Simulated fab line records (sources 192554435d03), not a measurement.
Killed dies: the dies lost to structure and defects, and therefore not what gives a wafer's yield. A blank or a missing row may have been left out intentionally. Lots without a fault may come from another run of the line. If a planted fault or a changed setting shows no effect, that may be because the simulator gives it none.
Which tool is to blame? :: flow n5Finfet :: Sampling: 12 lots, 36 wafers, 5 of 1938 route steps

WHAT EACH GAUGE READ, for each wafer
N5_GATE_CUT_INSPECT_15: inspects for defects (brightfield).
lot: L075
measured: day 4 20:37
on: defectInspect-01
rawDefectCount: 110 129 169

lot: L077
measured: day 5 06:28
on: defectInspect-02
rawDefectCount: 102 119 113

lot: L079
measured: day 5 18:05
on: defectInspect-01
rawDefectCount: 117 159 139

lot: L081
measured: day 6 04:52
on: defectInspect-01
rawDefectCount: 212 120 86

lot: L083
measured: day 6 18:00
on: defectInspect-01
rawDefectCount: 147 125 125

lot: L085
measured: day 7 10:09
on: defectInspect-01
rawDefectCount: 84 92 149

lot: L087
measured: day 7 23:48
on: defectInspect-01
rawDefectCount: 119 136 152

lot: L089
measured: day 8 07:37
on: defectInspect-02
rawDefectCount: 118 112 98

lot: L091
measured: day 8 18:53
on: defectInspect-02
rawDefectCount: 197 248 162

lot: L093
measured: day 9 13:40
on: defectInspect-02
rawDefectCount: 150 111 90

lot: L095
measured: day 9 19:17
on: defectInspect-01
rawDefectCount: 103 98 84

lot: L097
measured: day 10 08:22
on: defectInspect-01
rawDefectCount: 159 108 230

WHICH TOOL RAN EACH LOT (tool, then ch and the chambers of the sampled wafers, then the start)
lot: L075
N5_HKMG_FIN_STRIP_88: plasmaAsher-02 ch 0,1, day 4 13:59
N5_HKMG_FIN_ETCHBACK_68: rieMetal-02 ch 1, day 4 15:03
N5_HKMG_FIN_CMP_94: cmp-03 ch 1,2, day 4 16:43
N5_GATE_CUT_STRIP_59: rieDiel-03 ch 0,1,2, day 4 17:22

lot: L077
N5_HKMG_FIN_STRIP_88: plasmaAsher-01 ch 0,1, day 4 21:52
N5_HKMG_FIN_ETCHBACK_68: rieMetal-01 ch 0,1, day 4 22:55
N5_HKMG_FIN_CMP_94: cmp-01 ch 0,2,3, day 5 00:35
N5_GATE_CUT_STRIP_59: rieDiel-01 ch 1,2,3, day 5 01:13

lot: L079
N5_HKMG_FIN_STRIP_88: plasmaAsher-02 ch 0,1, day 5 10:25
N5_HKMG_FIN_ETCHBACK_68: rieMetal-02 ch 0, day 5 11:34
N5_HKMG_FIN_CMP_94: cmp-04 ch 0,3, day 5 13:10
N5_GATE_CUT_STRIP_59: rieDiel-01 ch 0,2,3, day 5 14:10

lot: L081
N5_HKMG_FIN_STRIP_88: plasmaAsher-02 ch 0,1, day 5 22:07
N5_HKMG_FIN_ETCHBACK_68: rieMetal-01 ch 0,1, day 5 23:14
N5_HKMG_FIN_CMP_94: cmp-04 ch 0,2,3, day 6 00:49
N5_GATE_CUT_STRIP_59: rieDiel-01 ch 1,2,3, day 6 01:28

lot: L083
N5_HKMG_FIN_STRIP_88: plasmaAsher-01 ch 0,1, day 6 11:15
N5_HKMG_FIN_ETCHBACK_68: rieMetal-01 ch 0,1, day 6 12:17
N5_HKMG_FIN_CMP_94: cmp-04 ch 0,2,3, day 6 13:55
N5_GATE_CUT_STRIP_59: rieDiel-03 ch 0,3, day 6 14:43

lot: L085
N5_HKMG_FIN_STRIP_88: plasmaAsher-02 ch 0,1, day 7 03:38
N5_HKMG_FIN_ETCHBACK_68: rieMetal-01 ch 1, day 7 04:38
N5_HKMG_FIN_CMP_94: cmp-04 ch 1,2,3, day 7 06:17
N5_GATE_CUT_STRIP_59: rieDiel-02 ch 0,1,2, day 7 06:54

lot: L087
N5_HKMG_FIN_STRIP_88: plasmaAsher-01 ch 0,1, day 7 16:59
N5_HKMG_FIN_ETCHBACK_68: rieMetal-02 ch 0,1, day 7 18:05
N5_HKMG_FIN_CMP_94: cmp-01 ch 0,2,3, day 7 19:39
N5_GATE_CUT_STRIP_59: rieDiel-02 ch 0,1, day 7 20:33

lot: L089
N5_HKMG_FIN_STRIP_88: plasmaAsher-02 ch 0,1, day 8 01:08
N5_HKMG_FIN_ETCHBACK_68: rieMetal-01 ch 0,1, day 8 02:10
N5_HKMG_FIN_CMP_94: cmp-01 ch 0,1, day 8 03:43
N5_GATE_CUT_STRIP_59: rieDiel-01 ch 0,1, day 8 04:23

lot: L091
N5_HKMG_FIN_STRIP_88: plasmaAsher-02 ch 0,1, day 8 11:22
N5_HKMG_FIN_ETCHBACK_68: rieMetal-03 ch 0,1, day 8 12:20
N5_HKMG_FIN_CMP_94: cmp-04 ch 0,2, day 8 13:52
N5_GATE_CUT_STRIP_59: rieDiel-03 ch 1,2, day 8 14:37

lot: L093
N5_HKMG_FIN_STRIP_88: plasmaAsher-01 ch 0,1, day 9 07:05
N5_HKMG_FIN_ETCHBACK_68: rieMetal-02 ch 0,1, day 9 08:05
N5_HKMG_FIN_CMP_94: cmp-01 ch 0,3, day 9 09:40
N5_GATE_CUT_STRIP_59: rieDiel-02 ch 0,1,3, day 9 10:22

lot: L095
N5_HKMG_FIN_STRIP_88: plasmaAsher-01 ch 0, day 9 12:26
N5_HKMG_FIN_ETCHBACK_68: rieMetal-02 ch 1, day 9 13:31
N5_HKMG_FIN_CMP_94: cmp-04 ch 0,2,3, day 9 15:08
N5_GATE_CUT_STRIP_59: rieDiel-03 ch 1,2, day 9 16:02

lot: L097
N5_HKMG_FIN_STRIP_88: plasmaAsher-01 ch 0,1, day 10 01:39
N5_HKMG_FIN_ETCHBACK_68: rieMetal-01 ch 0,1, day 10 02:49
N5_HKMG_FIN_CMP_94: cmp-03 ch 0,2,3, day 10 04:27
N5_GATE_CUT_STRIP_59: rieDiel-02 ch 0,1, day 10 05:07
- N5_HKMG_FIN_STRIP_88: strips in N2/H2, time 360 s.
- N5_HKMG_FIN_ETCHBACK_68: etches the open film in Cl2/Ar, stops on HfO2, target depth 0.5 nm.
- N5_HKMG_FIN_CMP_94: polishes, stops on SiNx, t overpolish 4.7 s, target thk 43.299 nm.
- N5_GATE_CUT_STRIP_59: strips in N2/H2, time 20 s.

THE ANSWER, worked out from the rows above alone
Rule: usual is defined by the lots themselves. The widest of any qualifying gaps counts: lots, ordered by their means at a reading, are off when they make up no more than a third of the lots, leave a main group of 4 or more, and stand apart from it by 3 or more times the standard deviation of that group's means. A main group whose means are all the same, to the digits that the tables above print for the reading, isn't used. Also off: a lot with no number at a reading for which 4 or more lots have one. Where the step has rows for the other lots, those lots are counted as sound.
Across all readings shown, no lot is off: no conclusion can be drawn from this.

WHAT THE SIMULATOR HAD PUT IN
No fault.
